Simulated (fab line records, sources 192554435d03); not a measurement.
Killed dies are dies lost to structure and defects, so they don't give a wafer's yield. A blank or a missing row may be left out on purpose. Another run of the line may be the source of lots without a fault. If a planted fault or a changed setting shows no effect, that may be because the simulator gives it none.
The tool behind it: which one? || flow n5 finfet || Sampling: 14 lots, 38 wafers, 4 of 1938 route steps

## WHAT EACH GAUGE READ, for each wafer
No reading from a measuring or inspecting step in the record can be judged against a usual standard deviation.

## EACH LOT AND THE TOOL THAT RAN IT (in order: tool; ch and the chambers of the sampled wafers; start)
{"lot": "L224", "N5_BEOL_M0_SAQP_RECESS_104": "vapor etch-01 ch 0,1, day 6 14:23", "N5_BEOL_M0_SAQP_ETCH_106": "rie diel-04 ch 2,3, day 6 14:50", "N5_BEOL_M0_SAQP_DEVELOP_39": "litho track-01 ch 0, day 6 16:10", "N5_BEOL_M0_SAQP_DESCUM_45": "rie diel-03 ch 1,2, day 6 16:20"}
{"lot": "L225", "N5_BEOL_M0_SAQP_RECESS_104": "vapor etch-01 ch 0,1, day 6 14:54", "N5_BEOL_M0_SAQP_ETCH_106": "rie diel-04 ch 0,1,2, day 6 15:21", "N5_BEOL_M0_SAQP_DEVELOP_39": "litho track-05 ch 0, day 6 18:32", "N5_BEOL_M0_SAQP_DESCUM_45": "rie diel-02 ch 0,1,3, day 6 18:43"}
{"lot": "L227", "N5_BEOL_M0_SAQP_RECESS_104": "vapor etch-01 ch 0,1, day 6 15:16", "N5_BEOL_M0_SAQP_ETCH_106": "rie diel-04 ch 0,1,2, day 6 15:44", "N5_BEOL_M0_SAQP_DEVELOP_39": "litho track-02 ch 0, day 6 18:53", "N5_BEOL_M0_SAQP_DESCUM_45": "rie diel-02 ch 1,2,3, day 6 19:04"}
{"lot": "L228", "N5_BEOL_M0_SAQP_RECESS_104": "vapor etch-02 ch 0,1, day 6 20:56", "N5_BEOL_M0_SAQP_ETCH_106": "rie diel-04 ch 0,1, day 6 21:23", "N5_BEOL_M0_SAQP_DEVELOP_39": "litho track-01 ch 0, day 6 22:41", "N5_BEOL_M0_SAQP_DESCUM_45": "rie diel-02 ch 0,2,3, day 6 22:54"}
{"lot": "L230", "N5_BEOL_M0_SAQP_RECESS_104": "vapor etch-02 ch 0,1, day 7 12:17", "N5_BEOL_M0_SAQP_ETCH_106": "rie diel-04 ch 0,1, day 7 12:35", "N5_BEOL_M0_SAQP_DEVELOP_39": "litho track-05 ch 0, day 7 14:00", "N5_BEOL_M0_SAQP_DESCUM_45": "rie diel-04 ch 0,1, day 7 14:20"}
{"lot": "L231", "N5_BEOL_M0_SAQP_RECESS_104": "vapor etch-02 ch 0,1, day 7 16:29", "N5_BEOL_M0_SAQP_ETCH_106": "rie diel-04 ch 1, day 7 16:56", "N5_BEOL_M0_SAQP_DEVELOP_39": "litho track-02 ch 0, day 7 18:22", "N5_BEOL_M0_SAQP_DESCUM_45": "rie diel-03 ch 0,2, day 7 18:33"}
{"lot": "L239", "N5_BEOL_M0_SAQP_RECESS_104": "vapor etch-01 ch 0,1, day 9 13:14", "N5_BEOL_M0_SAQP_ETCH_106": "rie diel-03 ch 0,2,3, day 9 13:41", "N5_BEOL_M0_SAQP_DEVELOP_39": "litho track-02, day 9 15:10", "N5_BEOL_M0_SAQP_DESCUM_45": "rie diel-02 ch 0,2,3, day 9 15:21"}
{"lot": "L240", "N5_BEOL_M0_SAQP_RECESS_104": "vapor etch-01 ch 0, day 9 20:43", "N5_BEOL_M0_SAQP_ETCH_106": "rie diel-03 ch 0,1,3, day 9 21:11", "N5_BEOL_M0_SAQP_DEVELOP_39": "litho track-05, day 9 22:40", "N5_BEOL_M0_SAQP_DESCUM_45": "rie diel-03 ch 1,2,3, day 9 22:50"}
{"lot": "L241", "N5_BEOL_M0_SAQP_RECESS_104": "vapor etch-02 ch 0,1, day 10 05:57", "N5_BEOL_M0_SAQP_ETCH_106": "rie diel-04 ch 2,3, day 10 06:35", "N5_BEOL_M0_SAQP_DEVELOP_39": "litho track-05 ch 0, day 10 08:01", "N5_BEOL_M0_SAQP_DESCUM_45": "rie diel-03 ch 0,1,2, day 10 08:12"}
{"lot": "L242", "N5_BEOL_M0_SAQP_RECESS_104": "vapor etch-02 ch 1, day 10 09:47", "N5_BEOL_M0_SAQP_ETCH_106": "rie diel-02 ch 3, day 10 10:07", "N5_BEOL_M0_SAQP_DEVELOP_39": "litho track-02 ch 0, day 10 11:34", "N5_BEOL_M0_SAQP_DESCUM_45": "rie diel-04 ch 2, day 10 11:45"}
{"lot": "L243", "N5_BEOL_M0_SAQP_RECESS_104": "vapor etch-02 ch 0, day 10 20:38", "N5_BEOL_M0_SAQP_ETCH_106": "rie diel-03 ch 0,2,3, day 10 21:06", "N5_BEOL_M0_SAQP_DEVELOP_39": "litho track-05 ch 0, day 11 00:29", "N5_BEOL_M0_SAQP_DESCUM_45": "rie diel-03 ch 1,2,3, day 11 00:41"}
{"lot": "L244", "N5_BEOL_M0_SAQP_RECESS_104": "vapor etch-02 ch 0,1, day 11 01:25", "N5_BEOL_M0_SAQP_ETCH_106": "rie diel-02 ch 0,1,2, day 11 01:52", "N5_BEOL_M0_SAQP_DEVELOP_39": "litho track-01 ch 0, day 11 03:10", "N5_BEOL_M0_SAQP_DESCUM_45": "rie diel-02 ch 2,3, day 11 03:21"}
{"lot": "L246", "N5_BEOL_M0_SAQP_RECESS_104": "vapor etch-02 ch 0,1, day 11 13:21", "N5_BEOL_M0_SAQP_ETCH_106": "rie diel-03 ch 2,3, day 11 13:47", "N5_BEOL_M0_SAQP_DEVELOP_39": "litho track-02 ch 0, day 11 15:16", "N5_BEOL_M0_SAQP_DESCUM_45": "rie diel-03 ch 0,2,3, day 11 15:37"}
{"lot": "L245", "N5_BEOL_M0_SAQP_RECESS_104": "vapor etch-01 ch 1, day 11 18:34", "N5_BEOL_M0_SAQP_ETCH_106": "rie diel-02 ch 0, day 11 18:54", "N5_BEOL_M0_SAQP_DEVELOP_39": "litho track-02 ch 0, day 11 20:20", "N5_BEOL_M0_SAQP_DESCUM_45": "rie diel-02 ch 1,2, day 11 20:31"}
- N5_BEOL_M0_SAQP_RECESS_104: chemistry HF/NH3, target SiO2, target depth 18 nm, afs cycles 3, sublimation time 60 s.
- N5_BEOL_M0_SAQP_ETCH_106: etches SOC in N2/H2, stops on SiNx, target depth 150 nm.
- N5_BEOL_M0_SAQP_DEVELOP_39: develop time 30 s.
- N5_BEOL_M0_SAQP_DESCUM_45: chemistry O2, time 7 s.

## AS READ BY THE TOOLS THEMSELVES (means over the sampled wafers that have a number; for cases with no such wafer, the mark the record gives instead)
N5_BEOL_M0_SAQP_RECESS_104. Usual: drypump motor current A 5.9 A, standard deviation 0.33; sublimation temp c 179.98 C, standard deviation 0.16.
{"lot": "L224", "tool": "vapor etch-01", "drypump motor current A (A)": 5.8, "sublimation temp c (C)": 179.86, "flag": ""}
{"lot": "L225", "tool": "vapor etch-01", "drypump motor current A (A)": 5.8, "sublimation temp c (C)": 180.13, "flag": ""}
{"lot": "L227", "tool": "vapor etch-01", "drypump motor current A (A)": 5.7, "sublimation temp c (C)": 180.02, "flag": ""}
{"lot": "L228", "tool": "vapor etch-02", "drypump motor current A (A)": 6.2, "sublimation temp c (C)": 179.95, "flag": ""}
{"lot": "L230", "tool": "vapor etch-02", "drypump motor current A (A)": 6.0, "sublimation temp c (C)": 180.10, "flag": ""}
{"lot": "L231", "tool": "vapor etch-02", "drypump motor current A (A)": 6.0, "sublimation temp c (C)": 179.89, "flag": ""}
{"lot": "L239", "tool": "vapor etch-01", "drypump motor current A (A)": 5.7, "sublimation temp c (C)": 179.98, "flag": ""}
{"lot": "L240", "tool": "vapor etch-01", "drypump motor current A (A)": 5.8, "sublimation temp c (C)": 179.94, "flag": ""}
{"lot": "L241", "tool": "vapor etch-02", "drypump motor current A (A)": 5.8, "sublimation temp c (C)": 179.99, "flag": ""}
{"lot": "L242", "tool": "vapor etch-02", "drypump motor current A (A)": 6.5, "sublimation temp c (C)": 179.86, "flag": ""}
{"lot": "L243", "tool": "vapor etch-02", "drypump motor current A (A)": 5.6, "sublimation temp c (C)": 179.83, "flag": ""}
{"lot": "L244", "tool": "vapor etch-02", "drypump motor current A (A)": 6.1, "sublimation temp c (C)": 179.84, "flag": ""}
{"lot": "L246", "tool": "vapor etch-02", "drypump motor current A (A)": 6.1, "sublimation temp c (C)": 180.10, "flag": ""}
{"lot": "L245", "tool": "vapor etch-01", "drypump motor current A (A)": 5.7, "sublimation temp c (C)": 179.94, "flag": ""}

N5_BEOL_M0_SAQP_ETCH_106. Usual: bias w 60.97 W, standard deviation 0.16; drypump motor current A 5.8 A, standard deviation 0.41; oes product au 0.78 a.u., standard deviation 0.08; rf vpp V 240.6 V, standard deviation 1.6; showerhead plenum p Torr 2.53 Torr, standard deviation 0.096; throttle valve pct 17.85 %, standard deviation 0.18.
{"lot": "L224", "tool": "rie diel-04", "bias w (W)": 60.99, "drypump motor current A (A)": 5.7, "oes product au (a.u.)": 0.68, "rf vpp V (V)": 241.7, "showerhead plenum p Torr (Torr)": 2.57, "throttle valve pct (%)": 17.98, "flag": ""}
{"lot": "L225", "tool": "rie diel-04", "bias w (W)": 60.89, "drypump motor current A (A)": 6.0, "oes product au (a.u.)": 0.76, "rf vpp V (V)": 240.5, "showerhead plenum p Torr (Torr)": 2.51, "throttle valve pct (%)": 17.84, "flag": ""}
{"lot": "L227", "tool": "rie diel-04", "bias w (W)": 60.91, "drypump motor current A (A)": 6.0, "oes product au (a.u.)": 0.75, "rf vpp V (V)": 241.4, "showerhead plenum p Torr (Torr)": 2.51, "throttle valve pct (%)": 17.84, "flag": ""}
{"lot": "L228", "tool": "rie diel-04", "bias w (W)": 60.83, "drypump motor current A (A)": 6.2, "oes product au (a.u.)": 0.80, "rf vpp V (V)": 239.7, "showerhead plenum p Torr (Torr)": 2.50, "throttle valve pct (%)": 17.76, "flag": ""}
{"lot": "L230", "tool": "rie diel-04", "bias w (W)": 61.00, "drypump motor current A (A)": 6.3, "oes product au (a.u.)": 0.79, "rf vpp V (V)": 239.3, "showerhead plenum p Torr (Torr)": 2.46, "throttle valve pct (%)": 17.78, "flag": ""}
{"lot": "L231", "tool": "rie diel-04", "bias w (W)": 60.91, "drypump motor current A (A)": 6.2, "oes product au (a.u.)": 0.80, "rf vpp V (V)": 241.1, "showerhead plenum p Torr (Torr)": 2.57, "throttle valve pct (%)": 17.73, "flag": ""}
{"lot": "L239", "tool": "rie diel-03", "bias w (W)": 60.98, "drypump motor current A (A)": 5.8, "oes product au (a.u.)": 0.78, "rf vpp V (V)": 242.0, "showerhead plenum p Torr (Torr)": 2.59, "throttle valve pct (%)": 17.96, "flag": ""}
{"lot": "L240", "tool": "rie diel-03", "bias w (W)": 60.95, "drypump motor current A (A)": 5.8, "oes product au (a.u.)": 0.81, "rf vpp V (V)": 242.0, "showerhead plenum p Torr (Torr)": 2.60, "throttle valve pct (%)": 17.94, "flag": ""}
{"lot": "L241", "tool": "rie diel-04", "bias w (W)": 60.99, "drypump motor current A (A)": 5.7, "oes product au (a.u.)": 0.92, "rf vpp V (V)": 241.2, "showerhead plenum p Torr (Torr)": 2.56, "throttle valve pct (%)": 17.61, "flag": ""}
{"lot": "L242", "tool": "rie diel-02", "bias w (W)": 60.98, "drypump motor current A (A)": 5.5, "oes product au (a.u.)": 0.71, "rf vpp V (V)": 240.1, "showerhead plenum p Torr (Torr)": 2.53, "throttle valve pct (%)": 17.80, "flag": ""}
{"lot": "L243", "tool": "rie diel-03", "bias w (W)": 61.08, "drypump motor current A (A)": 5.8, "oes product au (a.u.)": 0.77, "rf vpp V (V)": 241.4, "showerhead plenum p Torr (Torr)": 2.58, "throttle valve pct (%)": 17.96, "flag": ""}
{"lot": "L244", "tool": "rie diel-02", "bias w (W)": 60.94, "drypump motor current A (A)": 5.3, "oes product au (a.u.)": 0.76, "rf vpp V (V)": 238.7, "showerhead plenum p Torr (Torr)": 2.45, "throttle valve pct (%)": 17.82, "flag": ""}
{"lot": "L246", "tool": "rie diel-03", "bias w (W)": 60.81, "drypump motor current A (A)": 5.9, "oes product au (a.u.)": 0.80, "rf vpp V (V)": 241.5, "showerhead plenum p Torr (Torr)": 2.60, "throttle valve pct (%)": 17.80, "flag": ""}
{"lot": "L245", "tool": "rie diel-02", "bias w (W)": 61.08, "drypump motor current A (A)": 5.0, "oes product au (a.u.)": 0.75, "rf vpp V (V)": 238.3, "showerhead plenum p Torr (Torr)": 2.35, "throttle valve pct (%)": 18.04, "flag": ""}

N5_BEOL_M0_SAQP_DEVELOP_39. Usual: chill plate temp C 23.02 C, standard deviation 0.099.
{"lot": "L224", "tool": "litho track-01", "chill plate temp C (C)": 23.12, "flag": ""}
{"lot": "L225", "tool": "litho track-05", "chill plate temp C (C)": 22.96, "flag": ""}
{"lot": "L227", "tool": "litho track-02", "chill plate temp C (C)": 23.04, "flag": ""}
{"lot": "L228", "tool": "litho track-01", "chill plate temp C (C)": 23.03, "flag": ""}
{"lot": "L230", "tool": "litho track-05", "chill plate temp C (C)": 23.12, "flag": ""}
{"lot": "L231", "tool": "litho track-02", "chill plate temp C (C)": 22.98, "flag": ""}
{"lot": "L239", "tool": "litho track-02", "chill plate temp C (C)": "-", "flag": "OFF"}
{"lot": "L240", "tool": "litho track-05", "chill plate temp C (C)": "-", "flag": "OFF"}
{"lot": "L241", "tool": "litho track-05", "chill plate temp C (C)": 22.94, "flag": ""}
{"lot": "L242", "tool": "litho track-02", "chill plate temp C (C)": 23.19, "flag": ""}
{"lot": "L243", "tool": "litho track-05", "chill plate temp C (C)": 22.93, "flag": ""}
{"lot": "L244", "tool": "litho track-01", "chill plate temp C (C)": 22.98, "flag": ""}
{"lot": "L246", "tool": "litho track-02", "chill plate temp C (C)": 23.05, "flag": ""}
{"lot": "L245", "tool": "litho track-02", "chill plate temp C (C)": 22.99, "flag": ""}

N5_BEOL_M0_SAQP_DESCUM_45. Usual: drypump motor current A 5.7 A, standard deviation 0.41; oes product au 0.80 a.u., standard deviation 0.087; rf vpp V 243.1 V, standard deviation 1.5; showerhead plenum p Torr 2.09 Torr, standard deviation 0.077; throttle valve pct 20.45 %, standard deviation 0.24.
{"lot": "L224", "tool": "rie diel-03", "drypump motor current A (A)": 5.8, "oes product au (a.u.)": 0.75, "rf vpp V (V)": 244.2, "showerhead plenum p Torr (Torr)": 2.14, "throttle valve pct (%)": 20.57, "flag": ""}
{"lot": "L225", "tool": "rie diel-02", "drypump motor current A (A)": 5.2, "oes product au (a.u.)": 0.82, "rf vpp V (V)": 242.4, "showerhead plenum p Torr (Torr)": 2.03, "throttle valve pct (%)": 20.36, "flag": ""}
{"lot": "L227", "tool": "rie diel-02", "drypump motor current A (A)": 5.5, "oes product au (a.u.)": 0.78, "rf vpp V (V)": 243.6, "showerhead plenum p Torr (Torr)": 2.07, "throttle valve pct (%)": 20.26, "flag": ""}
{"lot": "L228", "tool": "rie diel-02", "drypump motor current A (A)": 5.4, "oes product au (a.u.)": 0.74, "rf vpp V (V)": 242.9, "showerhead plenum p Torr (Torr)": 2.03, "throttle valve pct (%)": 20.41, "flag": ""}
{"lot": "L230", "tool": "rie diel-04", "drypump motor current A (A)": 6.2, "oes product au (a.u.)": 0.79, "rf vpp V (V)": 242.6, "showerhead plenum p Torr (Torr)": 2.01, "throttle valve pct (%)": 20.36, "flag": ""}
{"lot": "L231", "tool": "rie diel-03", "drypump motor current A (A)": 5.6, "oes product au (a.u.)": 0.79, "rf vpp V (V)": 242.8, "showerhead plenum p Torr (Torr)": 2.11, "throttle valve pct (%)": 20.68, "flag": ""}
{"lot": "L239", "tool": "rie diel-02", "drypump motor current A (A)": 5.4, "oes product au (a.u.)": 0.73, "rf vpp V (V)": 242.2, "showerhead plenum p Torr (Torr)": 2.03, "throttle valve pct (%)": 20.44, "flag": ""}
{"lot": "L240", "tool": "rie diel-03", "drypump motor current A (A)": 5.9, "oes product au (a.u.)": 0.86, "rf vpp V (V)": 244.6, "showerhead plenum p Torr (Torr)": 2.15, "throttle valve pct (%)": 20.38, "flag": ""}
{"lot": "L241", "tool": "rie diel-03", "drypump motor current A (A)": 5.6, "oes product au (a.u.)": 0.82, "rf vpp V (V)": 242.8, "showerhead plenum p Torr (Torr)": 2.12, "throttle valve pct (%)": 20.56, "flag": ""}
{"lot": "L242", "tool": "rie diel-04", "drypump motor current A (A)": 5.5, "oes product au (a.u.)": 0.94, "rf vpp V (V)": 242.6, "showerhead plenum p Torr (Torr)": 2.17, "throttle valve pct (%)": 20.50, "flag": ""}
{"lot": "L243", "tool": "rie diel-03", "drypump motor current A (A)": 5.9, "oes product au (a.u.)": 0.84, "rf vpp V (V)": 244.4, "showerhead plenum p Torr (Torr)": 2.14, "throttle valve pct (%)": 20.38, "flag": ""}
{"lot": "L244", "tool": "rie diel-02", "drypump motor current A (A)": 5.6, "oes product au (a.u.)": 0.69, "rf vpp V (V)": 242.6, "showerhead plenum p Torr (Torr)": 2.07, "throttle valve pct (%)": 20.45, "flag": ""}
{"lot": "L246", "tool": "rie diel-03", "drypump motor current A (A)": 5.8, "oes product au (a.u.)": 0.77, "rf vpp V (V)": 244.6, "showerhead plenum p Torr (Torr)": 2.13, "throttle valve pct (%)": 20.64, "flag": ""}
{"lot": "L245", "tool": "rie diel-02", "drypump motor current A (A)": 5.5, "oes product au (a.u.)": 0.77, "rf vpp V (V)": 243.4, "showerhead plenum p Torr (Torr)": 2.04, "throttle valve pct (%)": 20.18, "flag": ""}

## THE ANSWER, worked out from the rows above alone
Rule: a lot is off if the mean of its wafers that have a number lies more than 3 standard deviations from the usual mean. Also off: a lot with no number at a reading for which 4 or more lots have one. Any other lot the step has rows for is counted as sound. After the gauges, taken in route order, come the tools' own readings; for these a lot's mean is taken, as printed above. The first step at which some lot is off is used, and at that step the reading that is off furthest; a lot without a number counts as furthest.
Off: L239, L240, at N5_BEOL_M0_SAQP_DEVELOP_39 (chill plate temp C). Without a number there: L239, L240.
If a tool, at that step or one of the process steps before it, ran each lot that is off and ran no sound lot following the first of them, it fits. Not one of the candidates tried fits.

## WHAT HAD BEEN PUT IN BY THE SIMULATOR
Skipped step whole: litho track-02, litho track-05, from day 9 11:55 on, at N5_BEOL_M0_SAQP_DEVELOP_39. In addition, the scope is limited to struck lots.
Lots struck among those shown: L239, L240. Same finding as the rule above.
